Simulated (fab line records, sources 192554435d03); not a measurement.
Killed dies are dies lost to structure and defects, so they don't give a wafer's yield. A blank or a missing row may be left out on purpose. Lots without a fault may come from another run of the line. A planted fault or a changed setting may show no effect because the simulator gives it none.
Chamber matching | flow n5_finfet | N5_SDB_ALD_29 on ald_sin-04: 4 sister chambers
The step deposits SiNx, target thk 30 nm, pulse time 1 s, ald cycles 600. 8 wafers are shown with their chamber, then 10 later ones without.

WAFERS WITH THEIR CHAMBER
wafer  | chamber | heater_power_w (W) | precursor_pulse_height_rel
L080.5 | 1       | 831                | 0.975
L083.1 | 0       | 758                | 1.014
L083.3 | 1       | 831                | 0.970
L083.4 | 3       | 811                | 1.001
L083.5 | 2       | 911                | 0.993
L083.6 | 3       | 808                | 1.000
L084.1 | 2       | 937                | 1.021
L084.3 | 0       | 768                | 1.008

WAFERS WITHOUT THEIR CHAMBER
wafer  | heater_power_w (W) | precursor_pulse_height_rel
L084.5 | 815                | 1.025
L093.1 | 770                | 1.007
L093.3 | 843                | 0.969
L093.6 | 942                | 1.014
L094.1 | 774                | 0.974
L094.3 | 950                | 1.009
L094.4 | 816                | 0.976
L095.1 | 772                | 0.983
L095.3 | 920                | 1.066
L095.6 | 859                | 1.008

WHICH CHAMBER EACH WENT THROUGH
wafer  | from the rows above          | in truth
L084.5 | 3                            | 3
L093.1 | 0                            | 0
L093.3 | 1                            | 1
L093.6 | 2                            | 2
L094.1 | can't be placed: 0 or 3 or 1 | 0
L094.3 | 2                            | 2
L094.4 | can't be placed: 1 or 3      | 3
L095.1 | can't be placed: 0 or 3      | 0
L095.3 | 2                            | 2
L095.6 | can't be placed: 1 or 3      | 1
Placed correctly: 6 of 10. Can't be placed from these rows: 4 (the true chamber is among the candidates in 4). Placed wrongly: 0.
How it was worked out, from the rows above alone: a wafer's distance from a chamber is the root of the sum, over the readings, of the square of ((its reading less the chamber's mean) divided by the reading's scatter). The wafer belongs to the nearest chamber; if the next one is less than 2 further off, it can't be placed. A chamber's mean is the mean of its shown wafers. The scatter: the root of (the sum of the squares of (reading less its chamber's mean) over the shown wafers, divided by (wafers less chambers)).
